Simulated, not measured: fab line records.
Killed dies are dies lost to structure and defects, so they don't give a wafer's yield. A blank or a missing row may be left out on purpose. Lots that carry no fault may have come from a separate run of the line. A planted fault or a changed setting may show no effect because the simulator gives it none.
The tool behind it: which one? / flow n5 finfet / 24 lots with 72 wafers sampled at 6 steps, on a route of 1938 steps

WHAT EACH GAUGE READ, for each wafer
N5_BEOL_M5_THK_MEAS_01. Usual: for M5_ILD_THK the level is 120.9 nm and the standard deviation is 1.7.
lot=L074; measured=day 7 16:11; on=film metro-02; M5_ILD_THK (nm)=118.5 120.0 124.1; flag=
lot=L075; measured=day 8 00:36; on=film metro-02; M5_ILD_THK (nm)=118.0 118.8 120.3; flag=
lot=L076; measured=day 8 07:01; on=film metro-01; M5_ILD_THK (nm)=120.9 117.8 119.8; flag=
lot=L077; measured=day 8 08:46; on=film metro-02; M5_ILD_THK (nm)=116.0 119.3 119.5; flag=
lot=L078; measured=day 8 11:43; on=film metro-02; M5_ILD_THK (nm)=119.6 118.1 122.3; flag=
lot=L079; measured=day 8 22:11; on=film metro-01; M5_ILD_THK (nm)=117.5 120.1 124.4; flag=
lot=L080; measured=day 9 05:52; on=film metro-01; M5_ILD_THK (nm)=119.9 117.8 121.8; flag=
lot=L081; measured=day 9 21:01; on=film metro-02; M5_ILD_THK (nm)=120.9 120.7 120.9; flag=
lot=L082; measured=day 10 04:23; on=film metro-01; M5_ILD_THK (nm)=121.2 120.3 122.5; flag=
lot=L083; measured=day 10 19:01; on=film metro-01; M5_ILD_THK (nm)=120.1 119.7 121.6; flag=
lot=L084; measured=day 10 23:08; on=film metro-01; M5_ILD_THK (nm)=118.8 118.1 120.3; flag=
lot=L085; measured=day 11 01:40; on=film metro-01; M5_ILD_THK (nm)=121.6 121.0 122.5; flag=
lot=L086; measured=day 11 05:39; on=film metro-02; M5_ILD_THK (nm)=119.1 118.8 121.8; flag=
lot=L088; measured=day 11 06:26; on=film metro-02; M5_ILD_THK (nm)=120.1 120.5 122.1; flag=
lot=L087; measured=day 11 09:22; on=film metro-02; M5_ILD_THK (nm)=122.0 122.9 122.3; flag=
lot=L089; measured=day 11 12:26; on=film metro-02; M5_ILD_THK (nm)=120.6 122.4 122.8; flag=
lot=L090; measured=day 11 15:11; on=film metro-01; M5_ILD_THK (nm)=119.4 122.3 122.2; flag=
lot=L091; measured=day 12 14:29; on=film metro-02; M5_ILD_THK (nm)=118.8 120.6 121.1; flag=
lot=L092; measured=day 12 18:38; on=film metro-02; M5_ILD_THK (nm)=121.2 120.4 122.3; flag=
lot=L094; measured=day 12 21:31; on=film metro-01; M5_ILD_THK (nm)=119.5 121.0 121.7; flag=
lot=L093; measured=day 13 01:20; on=film metro-01; M5_ILD_THK (nm)=119.3 122.7 121.4; flag=
lot=L095; measured=day 13 16:13; on=film metro-02; M5_ILD_THK (nm)=117.9 118.3 120.0; flag=
lot=L096; measured=day 13 17:10; on=film metro-01; M5_ILD_THK (nm)=120.3 119.9 119.3; flag=
lot=L097; measured=day 13 19:19; on=film metro-01; M5_ILD_THK (nm)=119.3 121.7 123.3; flag=

N5_BEOL_M5_CD_MEAS_18: pitch 56 nm, target cd 28 nm. Usual: cd nm reads 28.07 nm (standard deviation 0.3).
lot=L074; measured=day 7 18:55; on=cd sem-03; cd nm (nm)=28.39 28.17 27.75; flag=
lot=L075; measured=day 8 02:22; on=cd sem-02; cd nm (nm)=28.19 27.96 28.30; flag=
lot=L076; measured=day 8 08:21; on=cd sem-02; cd nm (nm)=28.33 28.58 28.51; flag=
lot=L077; measured=day 8 10:37; on=cd sem-03; cd nm (nm)=27.97 27.55 27.65; flag=
lot=L078; measured=day 8 14:45; on=cd sem-03; cd nm (nm)=28.22 27.95 27.95; flag=
lot=L079; measured=day 9 00:47; on=cd sem-02; cd nm (nm)=28.11 28.29 28.19; flag=
lot=L080; measured=day 9 07:47; on=cd sem-01; cd nm (nm)=27.93 27.34 27.78; flag=
lot=L081; measured=day 9 22:41; on=cd sem-01; cd nm (nm)=28.04 28.36 27.87; flag=
lot=L082; measured=day 10 06:47; on=cd sem-01; cd nm (nm)=28.32 27.96 28.33; flag=
lot=L083; measured=day 10 20:49; on=cd sem-01; cd nm (nm)=28.15 28.16 28.85; flag=
lot=L084; measured=day 11 00:35; on=cd sem-01; cd nm (nm)=27.91 28.04 28.17; flag=
lot=L085; measured=day 11 04:49; on=cd sem-03; cd nm (nm)=27.84 28.34 27.80; flag=
lot=L086; measured=day 11 08:17; on=cd sem-02; cd nm (nm)=27.90 28.49 28.42; flag=
lot=L088; measured=day 11 08:29; on=cd sem-02; cd nm (nm)=28.13 28.45 28.33; flag=
lot=L087; measured=day 11 12:54; on=cd sem-02; cd nm (nm)=27.52 27.94 27.78; flag=
lot=L089; measured=day 11 14:08; on=cd sem-03; cd nm (nm)=27.44 27.81 28.05; flag=
lot=L090; measured=day 11 18:46; on=cd sem-03; cd nm (nm)=28.41 28.48 28.19; flag=
lot=L091; measured=day 12 15:52; on=cd sem-03; cd nm (nm)=28.05 28.34 28.39; flag=
lot=L092; measured=day 12 20:35; on=cd sem-03; cd nm (nm)=28.26 27.89 28.28; flag=
lot=L094; measured=day 13 00:50; on=cd sem-03; cd nm (nm)=28.04 27.71 27.61; flag=
lot=L093; measured=day 13 02:57; on=cd sem-01; cd nm (nm)=28.24 28.12 28.16; flag=
lot=L095; measured=day 13 18:23; on=cd sem-02; cd nm (nm)=28.04 28.48 28.48; flag=
lot=L096; measured=day 13 18:34; on=cd sem-01; cd nm (nm)=27.91 27.86 28.16; flag=
lot=L097; measured=day 13 21:22; on=cd sem-03; cd nm (nm)=28.31 28.03 28.03; flag=

N5_BEOL_M5_CD_MEAS_28: target cd 30.6 nm, target cd y 20 nm. Usual: cd nm reads 30.58 nm (standard deviation 0.22).
lot=L074; measured=day 7 19:21; on=cd sem-03; cd nm (nm)=30.38 30.88 30.30; flag=
lot=L075; measured=day 8 02:48; on=cd sem-02; cd nm (nm)=30.63 30.92 30.23; flag=
lot=L076; measured=day 8 09:01; on=cd sem-03; cd nm (nm)=30.55 30.72 31.07; flag=
lot=L077; measured=day 8 15:49; on=cd sem-03; cd nm (nm)=30.43 30.45 31.12; flag=
lot=L078; measured=day 8 15:46; on=cd sem-03; cd nm (nm)=30.37 29.93 30.85; flag=
lot=L079; measured=day 9 03:11; on=cd sem-02; cd nm (nm)=30.87 30.30 30.48; flag=
lot=L080; measured=day 9 09:25; on=cd sem-03; cd nm (nm)=30.92 30.87 30.72; flag=
lot=L081; measured=day 9 23:08; on=cd sem-01; cd nm (nm)=30.38 30.77 30.66; flag=
lot=L082; measured=day 10 07:13; on=cd sem-01; cd nm (nm)=30.32 30.36 30.38; flag=
lot=L083; measured=day 10 21:13; on=cd sem-01; cd nm (nm)=30.81 30.72 30.55; flag=
lot=L084; measured=day 11 02:50; on=cd sem-01; cd nm (nm)=30.88 30.49 31.00; flag=
lot=L085; measured=day 11 06:43; on=cd sem-01; cd nm (nm)=30.59 30.46 30.35; flag=
lot=L086; measured=day 11 11:31; on=cd sem-03; cd nm (nm)=30.85 31.11 30.43; flag=
lot=L088; measured=day 11 11:41; on=cd sem-02; cd nm (nm)=30.40 30.27 30.69; flag=
lot=L087; measured=day 11 16:55; on=cd sem-02; cd nm (nm)=30.66 30.53 30.72; flag=
lot=L089; measured=day 11 17:07; on=cd sem-02; cd nm (nm)=30.79 31.04 30.39; flag=
lot=L090; measured=day 11 21:18; on=cd sem-02; cd nm (nm)=30.78 30.56 30.80; flag=
lot=L091; measured=day 12 18:29; on=cd sem-03; cd nm (nm)=30.64 30.56 30.59; flag=
lot=L092; measured=day 12 22:49; on=cd sem-01; cd nm (nm)=30.82 30.42 30.65; flag=
lot=L094; measured=day 13 01:18; on=cd sem-02; cd nm (nm)=30.20 30.74 30.87; flag=
lot=L093; measured=day 13 04:03; on=cd sem-03; cd nm (nm)=30.55 30.59 30.53; flag=
lot=L095; measured=day 13 19:07; on=cd sem-02; cd nm (nm)=30.49 30.37 30.52; flag=
lot=L096; measured=day 13 19:10; on=cd sem-02; cd nm (nm)=31.03 30.51 30.52; flag=
lot=L097; measured=day 13 22:58; on=cd sem-02; cd nm (nm)=30.77 30.62 30.60; flag=

TOOL THAT RAN EACH LOT (tool first, then ch and the chambers of the sampled wafers, then the start)
lot=L074; N5_BEOL_M4_ANNEAL_95=pvd sputter-01, day 7 13:23; N5_BEOL_M5_PECVD_70=pecvd-01 ch 0,1,2, day 7 16:14; N5_BEOL_M5_HM_DEP_02=pvd sputter-01, day 7 17:58
lot=L075; N5_BEOL_M4_ANNEAL_95=pvd sputter-01, day 7 21:49; N5_BEOL_M5_PECVD_70=pecvd-04 ch 0,1,2, day 8 00:38; N5_BEOL_M5_HM_DEP_02=pvd sputter-03, day 8 01:04
lot=L076; N5_BEOL_M4_ANNEAL_95=pvd sputter-03, day 8 03:56; N5_BEOL_M5_PECVD_70=pecvd-01 ch 0,2, day 8 07:03; N5_BEOL_M5_HM_DEP_02=pvd sputter-03, day 8 07:13
lot=L077; N5_BEOL_M4_ANNEAL_95=pvd sputter-01, day 8 05:56; N5_BEOL_M5_PECVD_70=pecvd-04 ch 1,2, day 8 08:48; N5_BEOL_M5_HM_DEP_02=pvd sputter-03, day 8 09:38
lot=L078; N5_BEOL_M4_ANNEAL_95=pvd sputter-01, day 8 08:56; N5_BEOL_M5_PECVD_70=pecvd-04 ch 1,2, day 8 11:44; N5_BEOL_M5_HM_DEP_02=pvd sputter-02, day 8 13:41
lot=L079; N5_BEOL_M4_ANNEAL_95=pvd sputter-02, day 8 19:24; N5_BEOL_M5_PECVD_70=pecvd-04 ch 1,2, day 8 22:13; N5_BEOL_M5_HM_DEP_02=pvd sputter-03, day 8 23:43
lot=L080; N5_BEOL_M4_ANNEAL_95=pvd sputter-03, day 9 03:05; N5_BEOL_M5_PECVD_70=pecvd-03 ch 1,2, day 9 05:54; N5_BEOL_M5_HM_DEP_02=pvd sputter-03, day 9 06:41
lot=L081; N5_BEOL_M4_ANNEAL_95=pvd sputter-01, day 9 18:11; N5_BEOL_M5_PECVD_70=pecvd-03 ch 0,1,2, day 9 21:02; N5_BEOL_M5_HM_DEP_02=pvd sputter-01, day 9 21:44
lot=L082; N5_BEOL_M4_ANNEAL_95=pvd sputter-02, day 10 01:35; N5_BEOL_M5_PECVD_70=pecvd-04 ch 0,1,2, day 10 04:25; N5_BEOL_M5_HM_DEP_02=pvd sputter-03, day 10 05:22
lot=L083; N5_BEOL_M4_ANNEAL_95=pvd sputter-03, day 10 16:08; N5_BEOL_M5_PECVD_70=pecvd-01 ch 0,1, day 10 19:03; N5_BEOL_M5_HM_DEP_02=pvd sputter-01, day 10 19:49
lot=L084; N5_BEOL_M4_ANNEAL_95=pvd sputter-03, day 10 20:22; N5_BEOL_M5_PECVD_70=pecvd-01 ch 0,1,2, day 10 23:11; N5_BEOL_M5_HM_DEP_02=pvd sputter-03, day 10 23:27
lot=L085; N5_BEOL_M4_ANNEAL_95=pvd sputter-03, day 10 22:53; N5_BEOL_M5_PECVD_70=pecvd-03 ch 1,2, day 11 01:43; N5_BEOL_M5_HM_DEP_02=pvd sputter-01, day 11 03:46
lot=L086; N5_BEOL_M4_ANNEAL_95=pvd sputter-02, day 11 02:52; N5_BEOL_M5_PECVD_70=pecvd-01 ch 0,2, day 11 05:41; N5_BEOL_M5_HM_DEP_02=pvd sputter-01, day 11 06:43
lot=L088; N5_BEOL_M4_ANNEAL_95=pvd sputter-01, day 11 03:32; N5_BEOL_M5_PECVD_70=pecvd-03 ch 1,2, day 11 06:29; N5_BEOL_M5_HM_DEP_02=pvd sputter-03, day 11 07:11
lot=L087; N5_BEOL_M4_ANNEAL_95=pvd sputter-02, day 11 06:28; N5_BEOL_M5_PECVD_70=pecvd-04 ch 1,2, day 11 09:23; N5_BEOL_M5_HM_DEP_02=pvd sputter-01, day 11 11:50
lot=L089; N5_BEOL_M4_ANNEAL_95=pvd sputter-03, day 11 09:40; N5_BEOL_M5_PECVD_70=pecvd-01 ch 0,1,2, day 11 12:29; N5_BEOL_M5_HM_DEP_02=pvd sputter-01, day 11 13:07
lot=L090; N5_BEOL_M4_ANNEAL_95=pvd sputter-03, day 11 11:53; N5_BEOL_M5_PECVD_70=pecvd-01 ch 0,1,2, day 11 15:14; N5_BEOL_M5_HM_DEP_02=pvd sputter-03, day 11 17:41
lot=L091; N5_BEOL_M4_ANNEAL_95=pvd sputter-02, day 12 11:26; N5_BEOL_M5_PECVD_70=pecvd-01 ch 1,2, day 12 14:31; N5_BEOL_M5_HM_DEP_02=pvd sputter-02, day 12 14:47
lot=L092; N5_BEOL_M4_ANNEAL_95=pvd sputter-03, day 12 15:52; N5_BEOL_M5_PECVD_70=pecvd-01 ch 0,1,2, day 12 18:41; N5_BEOL_M5_HM_DEP_02=pvd sputter-03, day 12 19:25
lot=L094; N5_BEOL_M4_ANNEAL_95=pvd sputter-03, day 12 18:43; N5_BEOL_M5_PECVD_70=pecvd-01 ch 1,2, day 12 21:33; N5_BEOL_M5_HM_DEP_02=pvd sputter-01, day 12 23:43
lot=L093; N5_BEOL_M4_ANNEAL_95=pvd sputter-02, day 12 21:07; N5_BEOL_M5_PECVD_70=pecvd-04 ch 1,2, day 13 01:22; N5_BEOL_M5_HM_DEP_02=pvd sputter-01, day 13 01:47
lot=L095; N5_BEOL_M4_ANNEAL_95=pvd sputter-03, day 13 12:41; N5_BEOL_M5_PECVD_70=pecvd-01 ch 0,1,2, day 13 16:16; N5_BEOL_M5_HM_DEP_02=pvd sputter-01, day 13 17:14
lot=L096; N5_BEOL_M4_ANNEAL_95=pvd sputter-02, day 13 14:07; N5_BEOL_M5_PECVD_70=pecvd-01 ch 0,1,2, day 13 17:12; N5_BEOL_M5_HM_DEP_02=pvd sputter-01, day 13 17:34
lot=L097; N5_BEOL_M4_ANNEAL_95=pvd sputter-02, day 13 15:57; N5_BEOL_M5_PECVD_70=pecvd-01 ch 0,1,2, day 13 19:21; N5_BEOL_M5_HM_DEP_02=pvd sputter-01, day 13 20:15
- N5_BEOL_M4_ANNEAL_95: time 240 s.
- N5_BEOL_M5_PECVD_70: deposits SiO2 from TEOS/O2, target thk 16 nm, time 18 s.
- N5_BEOL_M5_HM_DEP_02: deposits TiN, target thk 20 nm.

WHAT THE TOOLS THEMSELVES READ (means of the sampled wafers that have a number; where no wafer has one, the mark that the record gives instead)
N5_BEOL_M4_ANNEAL_95. Usual: heater power w reads 861 W (standard deviation 89).
lot=L074; tool=pvd sputter-01; heater power w (W)=835; flag=
lot=L075; tool=pvd sputter-01; heater power w (W)=739; flag=
lot=L076; tool=pvd sputter-03; heater power w (W)=871; flag=
lot=L077; tool=pvd sputter-01; heater power w (W)=802; flag=
lot=L078; tool=pvd sputter-01; heater power w (W)=782; flag=
lot=L079; tool=pvd sputter-02; heater power w (W)=871; flag=
lot=L080; tool=pvd sputter-03; heater power w (W)=897; flag=
lot=L081; tool=pvd sputter-01; heater power w (W)=831; flag=
lot=L082; tool=pvd sputter-02; heater power w (W)=853; flag=
lot=L083; tool=pvd sputter-03; heater power w (W)=924; flag=
lot=L084; tool=pvd sputter-03; heater power w (W)=924; flag=
lot=L085; tool=pvd sputter-03; heater power w (W)=924; flag=
lot=L086; tool=pvd sputter-02; heater power w (W)=850; flag=
lot=L088; tool=pvd sputter-01; heater power w (W)=854; flag=
lot=L087; tool=pvd sputter-02; heater power w (W)=812; flag=
lot=L089; tool=pvd sputter-03; heater power w (W)=959; flag=
lot=L090; tool=pvd sputter-03; heater power w (W)=915; flag=
lot=L091; tool=pvd sputter-02; heater power w (W)=840; flag=
lot=L092; tool=pvd sputter-03; heater power w (W)=879; flag=
lot=L094; tool=pvd sputter-03; heater power w (W)=906; flag=
lot=L093; tool=pvd sputter-02; heater power w (W)=808; flag=
lot=L095; tool=pvd sputter-03; heater power w (W)=895; flag=
lot=L096; tool=pvd sputter-02; heater power w (W)=809; flag=
lot=L097; tool=pvd sputter-02; heater power w (W)=818; flag=

N5_BEOL_M5_PECVD_70. Usual: chamber pressure Torr 5.501 Torr, standard deviation 0.013; heater power outer w 486 W, standard deviation 71; heater power w 774 W, standard deviation 110; showerhead plenum p Torr 8.80 Torr, standard deviation 0.057; throttle valve pct 22.3 %, standard deviation 1.1.
lot=L074; tool=pecvd-01; chamber pressure Torr (Torr)=5.500; heater power outer w (W)=484; heater power w (W)=779; showerhead plenum p Torr (Torr)=8.81; throttle valve pct (%)=22.3; flag=
lot=L075; tool=pecvd-04; chamber pressure Torr (Torr)=5.500; heater power outer w (W)=529; heater power w (W)=861; showerhead plenum p Torr (Torr)=8.80; throttle valve pct (%)=21.9; flag=
lot=L076; tool=pecvd-01; chamber pressure Torr (Torr)=5.514; heater power outer w (W)=489; heater power w (W)=788; showerhead plenum p Torr (Torr)=8.85; throttle valve pct (%)=22.1; flag=
lot=L077; tool=pecvd-04; chamber pressure Torr (Torr)=5.493; heater power outer w (W)=534; heater power w (W)=805; showerhead plenum p Torr (Torr)=8.80; throttle valve pct (%)=22.8; flag=
lot=L078; tool=pecvd-04; chamber pressure Torr (Torr)=5.503; heater power outer w (W)=562; heater power w (W)=849; showerhead plenum p Torr (Torr)=8.82; throttle valve pct (%)=21.8; flag=
lot=L079; tool=pecvd-04; chamber pressure Torr (Torr)=5.500; heater power outer w (W)=522; heater power w (W)=808; showerhead plenum p Torr (Torr)=8.80; throttle valve pct (%)=21.9; flag=
lot=L080; tool=pecvd-03; chamber pressure Torr (Torr)=5.514; heater power outer w (W)=391; heater power w (W)=635; showerhead plenum p Torr (Torr)=8.78; throttle valve pct (%)=23.1; flag=
lot=L081; tool=pecvd-03; chamber pressure Torr (Torr)=5.502; heater power outer w (W)=388; heater power w (W)=603; showerhead plenum p Torr (Torr)=8.75; throttle valve pct (%)=23.1; flag=
lot=L082; tool=pecvd-04; chamber pressure Torr (Torr)=5.509; heater power outer w (W)=496; heater power w (W)=816; showerhead plenum p Torr (Torr)=8.81; throttle valve pct (%)=21.9; flag=
lot=L083; tool=pecvd-01; chamber pressure Torr (Torr)=5.498; heater power outer w (W)=421; heater power w (W)=711; showerhead plenum p Torr (Torr)=8.79; throttle valve pct (%)=22.9; flag=
lot=L084; tool=pecvd-01; chamber pressure Torr (Torr)=5.497; heater power outer w (W)=504; heater power w (W)=807; showerhead plenum p Torr (Torr)=8.82; throttle valve pct (%)=22.2; flag=
lot=L085; tool=pecvd-03; chamber pressure Torr (Torr)=5.501; heater power outer w (W)=406; heater power w (W)=661; showerhead plenum p Torr (Torr)=8.78; throttle valve pct (%)=23.1; flag=
lot=L086; tool=pecvd-01; chamber pressure Torr (Torr)=5.510; heater power outer w (W)=495; heater power w (W)=751; showerhead plenum p Torr (Torr)=8.82; throttle valve pct (%)=22.0; flag=
lot=L088; tool=pecvd-03; chamber pressure Torr (Torr)=5.499; heater power outer w (W)=406; heater power w (W)=664; showerhead plenum p Torr (Torr)=8.77; throttle valve pct (%)=23.2; flag=
lot=L087; tool=pecvd-04; chamber pressure Torr (Torr)=5.486; heater power outer w (W)=532; heater power w (W)=810; showerhead plenum p Torr (Torr)=8.82; throttle valve pct (%)=21.8; flag=
lot=L089; tool=pecvd-01; chamber pressure Torr (Torr)=5.483; heater power outer w (W)=464; heater power w (W)=751; showerhead plenum p Torr (Torr)=8.82; throttle valve pct (%)=22.2; flag=
lot=L090; tool=pecvd-01; chamber pressure Torr (Torr)=5.505; heater power outer w (W)=505; heater power w (W)=814; showerhead plenum p Torr (Torr)=8.81; throttle valve pct (%)=22.3; flag=
lot=L091; tool=pecvd-01; chamber pressure Torr (Torr)=5.502; heater power outer w (W)=506; heater power w (W)=851; showerhead plenum p Torr (Torr)=8.85; throttle valve pct (%)=22.3; flag=
lot=L092; tool=pecvd-01; chamber pressure Torr (Torr)=5.505; heater power outer w (W)=442; heater power w (W)=730; showerhead plenum p Torr (Torr)=8.81; throttle valve pct (%)=22.3; flag=
lot=L094; tool=pecvd-01; chamber pressure Torr (Torr)=5.504; heater power outer w (W)=447; heater power w (W)=776; showerhead plenum p Torr (Torr)=8.84; throttle valve pct (%)=22.3; flag=
lot=L093; tool=pecvd-04; chamber pressure Torr (Torr)=5.523; heater power outer w (W)=548; heater power w (W)=849; showerhead plenum p Torr (Torr)=8.81; throttle valve pct (%)=22.8; flag=
lot=L095; tool=pecvd-01; chamber pressure Torr (Torr)=5.489; heater power outer w (W)=490; heater power w (W)=802; showerhead plenum p Torr (Torr)=8.82; throttle valve pct (%)=22.2; flag=
lot=L096; tool=pecvd-01; chamber pressure Torr (Torr)=5.502; heater power outer w (W)=482; heater power w (W)=772; showerhead plenum p Torr (Torr)=8.82; throttle valve pct (%)=22.1; flag=
lot=L097; tool=pecvd-01; chamber pressure Torr (Torr)=5.506; heater power outer w (W)=503; heater power w (W)=811; showerhead plenum p Torr (Torr)=8.82; throttle valve pct (%)=22.2; flag=

N5_BEOL_M5_HM_DEP_02. Usual: throttle valve pct reads 30.2 % (standard deviation 1.3).
lot=L074; tool=pvd sputter-01; throttle valve pct (%)=30.9; flag=
lot=L075; tool=pvd sputter-03; throttle valve pct (%)=31.0; flag=
lot=L076; tool=pvd sputter-03; throttle valve pct (%)=30.8; flag=
lot=L077; tool=pvd sputter-03; throttle valve pct (%)=30.3; flag=
lot=L078; tool=pvd sputter-02; throttle valve pct (%)=30.1; flag=
lot=L079; tool=pvd sputter-03; throttle valve pct (%)=30.1; flag=
lot=L080; tool=pvd sputter-03; throttle valve pct (%)=29.3; flag=
lot=L081; tool=pvd sputter-01; throttle valve pct (%)=30.0; flag=
lot=L082; tool=pvd sputter-03; throttle valve pct (%)=29.2; flag=
lot=L083; tool=pvd sputter-01; throttle valve pct (%)=30.9; flag=
lot=L084; tool=pvd sputter-03; throttle valve pct (%)=31.1; flag=
lot=L085; tool=pvd sputter-01; throttle valve pct (%)=30.0; flag=
lot=L086; tool=pvd sputter-01; throttle valve pct (%)=30.1; flag=
lot=L088; tool=pvd sputter-03; throttle valve pct (%)=31.6; flag=
lot=L087; tool=pvd sputter-01; throttle valve pct (%)=30.6; flag=
lot=L089; tool=pvd sputter-01; throttle valve pct (%)=29.7; flag=
lot=L090; tool=pvd sputter-03; throttle valve pct (%)=30.1; flag=
lot=L091; tool=pvd sputter-02; throttle valve pct (%)=30.7; flag=
lot=L092; tool=pvd sputter-03; throttle valve pct (%)=30.0; flag=
lot=L094; tool=pvd sputter-01; throttle valve pct (%)=30.5; flag=
lot=L093; tool=pvd sputter-01; throttle valve pct (%)=29.9; flag=
lot=L095; tool=pvd sputter-01; throttle valve pct (%)=30.9; flag=
lot=L096; tool=pvd sputter-01; throttle valve pct (%)=30.3; flag=
lot=L097; tool=pvd sputter-01; throttle valve pct (%)=30.3; flag=

THE ANSWER, worked out from the rows above alone
Rule: lot off if the mean of its wafers having a number is beyond 3 standard deviations from the usual mean. A lot without any number at a reading at which 4 lots or more have one is off too. All remaining lots with rows at the step are treated as sound. Order of review: gauges by route order, followed by the tools' own readings, for which a lot's mean as printed above is used. At the first step where some lot is off, the reading lying furthest off is the one used; lots without a number count as furthest.
No lot is off on any of the readings shown, so nothing can be concluded from this.

WHAT WAS PUT IN BY THE SIMULATOR
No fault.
